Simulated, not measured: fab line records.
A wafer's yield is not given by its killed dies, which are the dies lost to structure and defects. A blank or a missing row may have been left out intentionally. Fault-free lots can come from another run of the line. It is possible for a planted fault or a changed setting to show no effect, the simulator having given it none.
Split-lot trial :: flow n5 finfet :: 21 wafers read across 7 lots, on a route 1938 steps long

THE SPLIT ITSELF
At N5_BEOL_M3_ILD_DEP_00 (deposits SiOC from DEMS/O2, target thk 79 nm, time 15.3 s), the setting time s was moved away from the recipe's 15.3 s on 13 of the 21 wafers read, by -9.3% to +13.9%. The other wafers ran this setting at the recipe's value.

The file shows no step between the split and the reading.

THE READING
At N5_BEOL_M3_THK_MEAS_01: M3_ILD_THK, given in nm. A value of 78.7 nm with a standard deviation of 1.3 nm is what fault-free wafers of this fab line usually give.

wafer: L075.1
tool, chamber at the split: pecvd-02, 2
time s as run, s: 14.04
against the recipe: -8.2%
M3_ILD_THK, nm: 71.0
against lot-mates on the recipe: -7.5

wafer: L075.3
tool, chamber at the split: pecvd-02, 0
time s as run, s: 14.04
against the recipe: -8.2%
M3_ILD_THK, nm: 71.5
against lot-mates on the recipe: -7.0

wafer: L075.4
tool, chamber at the split: pecvd-02, 2
time s as run, s: 15.3
against the recipe: recipe
M3_ILD_THK, nm: 78.5
against lot-mates on the recipe: -

wafer: L077.2
tool, chamber at the split: pecvd-03, 1
time s as run, s: 15.3
against the recipe: recipe
M3_ILD_THK, nm: 77.2
against lot-mates on the recipe: -

wafer: L077.3
tool, chamber at the split: pecvd-03, 0
time s as run, s: 15.3
against the recipe: recipe
M3_ILD_THK, nm: 78.5
against lot-mates on the recipe: -

wafer: L077.4
tool, chamber at the split: pecvd-03, 0
time s as run, s: 15.3
against the recipe: recipe
M3_ILD_THK, nm: 79.5
against lot-mates on the recipe: -

wafer: L078.2
tool, chamber at the split: pecvd-03, 2
time s as run, s: 15.3
against the recipe: recipe
M3_ILD_THK, nm: 76.9
against lot-mates on the recipe: -

wafer: L078.4
tool, chamber at the split: pecvd-03, 2
time s as run, s: 16.38
against the recipe: +7.1%
M3_ILD_THK, nm: 84.8
against lot-mates on the recipe: +7.9

wafer: L078.5
tool, chamber at the split: pecvd-03, 1
time s as run, s: 16.38
against the recipe: +7.1%
M3_ILD_THK, nm: 87.0
against lot-mates on the recipe: +10.1

wafer: L079.3
tool, chamber at the split: pecvd-02, 0
time s as run, s: 16.33
against the recipe: +6.7%
M3_ILD_THK, nm: 82.9
against lot-mates on the recipe: no lot-mate on the recipe

wafer: L079.4
tool, chamber at the split: pecvd-02, 1
time s as run, s: 16.33
against the recipe: +6.7%
M3_ILD_THK, nm: 83.4
against lot-mates on the recipe: no lot-mate on the recipe

wafer: L079.6
tool, chamber at the split: pecvd-02, 0
time s as run, s: 16.33
against the recipe: +6.7%
M3_ILD_THK, nm: 82.5
against lot-mates on the recipe: no lot-mate on the recipe

wafer: L081.3
tool, chamber at the split: pecvd-02, 1
time s as run, s: 15.3
against the recipe: recipe
M3_ILD_THK, nm: 77.3
against lot-mates on the recipe: -

wafer: L081.4
tool, chamber at the split: pecvd-02, 0
time s as run, s: 13.87
against the recipe: -9.3%
M3_ILD_THK, nm: 70.6
against lot-mates on the recipe: -6.7

wafer: L081.6
tool, chamber at the split: pecvd-02, 0
time s as run, s: 13.87
against the recipe: -9.3%
M3_ILD_THK, nm: 70.5
against lot-mates on the recipe: -6.8

wafer: L082.2
tool, chamber at the split: pecvd-01, 1
time s as run, s: 14.43
against the recipe: -5.7%
M3_ILD_THK, nm: 72.1
against lot-mates on the recipe: no lot-mate on the recipe

wafer: L082.4
tool, chamber at the split: pecvd-01, 1,0
time s as run, s: 14.43
against the recipe: -5.7%
M3_ILD_THK, nm: 74.3
against lot-mates on the recipe: no lot-mate on the recipe

wafer: L082.5
tool, chamber at the split: pecvd-01, 1,0
time s as run, s: 14.43
against the recipe: -5.7%
M3_ILD_THK, nm: 74.3
against lot-mates on the recipe: no lot-mate on the recipe

wafer: L088.3
tool, chamber at the split: pecvd-03, 0
time s as run, s: 17.43
against the recipe: +13.9%
M3_ILD_THK, nm: 89.6
against lot-mates on the recipe: +9.8

wafer: L088.5
tool, chamber at the split: pecvd-03, 2
time s as run, s: 15.3
against the recipe: recipe
M3_ILD_THK, nm: 79.3
against lot-mates on the recipe: -

wafer: L088.6
tool, chamber at the split: pecvd-03, 0
time s as run, s: 15.3
against the recipe: recipe
M3_ILD_THK, nm: 80.3
against lot-mates on the recipe: -
Where a row lists several chambers, the file gives one row for several wafers and doesn't say which wafer went through which chamber.

FIT RESULTS
A straight line over all 21 wafers: M3_ILD_THK changes by +0.837 nm for each +1% of time s; r = +0.98; the points scatter about the line by 1.2 nm.
The same after taking each lot's own level away (the mean of its wafers on the recipe; 15 wafers): +0.848 nm for each +1%; r = +0.97; scatter 1.5 nm.
The reading moves by 12 nm for the largest change in time s, on that fit.
The lots' own levels span 76.90 to 79.80 nm, that is 2.2 times the standard deviation above.
The two slopes are in agreement: the lot-to-lot level therefore moves the slope only a little.
Check: for one of the wafers moved furthest among these (+13.9%), held out of the fit, the line's prediction against its lot-mates is +13.9 nm. It came out at +9.8 nm against them.

ADDITIONAL SPLITS CARRIED BY THESE WAFERS
Before the reading, these wafers also passed through other splits. Each is held against what the fit with the lots' levels taken away leaves over:
other split on the same wafers: N5_MOL_CONTACT_COAG_ALD_133 ald cycles
wafers away from the commonest value: 6
r with M3_ILD_THK (lot level and that fit taken away): -0.37

other split on the same wafers: N5_MOL_CONTACT_COAG_ETCH_67 source w
wafers away from the commonest value: 9
r with M3_ILD_THK (lot level and that fit taken away): +0.33

other split on the same wafers: N5_BEOL_M0_SAQP_ETCH_107 bias w
wafers away from the commonest value: 8
r with M3_ILD_THK (lot level and that fit taken away): -0.19

other split on the same wafers: N5_BEOL_M0_DEP_125 time s
wafers away from the commonest value: 6
r with M3_ILD_THK (lot level and that fit taken away): -0.12

other split on the same wafers: N5_BEOL_M1_EXPOSE_25 dose mj
wafers away from the commonest value: 8
r with M3_ILD_THK (lot level and that fit taken away): -0.16

THE WHOLE CHAIN: every reading that the file lists as answering this split, in the file's order
step: N5_BEOL_M3_ILD_DEP_00
what it does: deposits SiOC from DEMS/O2, target thk 79 nm, time 15.3 s
reading: SiOC_of_BEOL_M3_ILD_DEP_00.thk nm (the simulator's own value, which no gauge read)
change (the file's fit): +0.821 nm for each +1% of the setting
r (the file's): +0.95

step: N5_BEOL_M3_THK_MEAS_01
what it does: 
reading: M3_ILD_THK
change (the file's fit): +0.808 for each +1% of the setting
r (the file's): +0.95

THE FILE'S OWN FIT
M3_ILD_THK changes by +0.808 nm for each +1% of time s, r = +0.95.
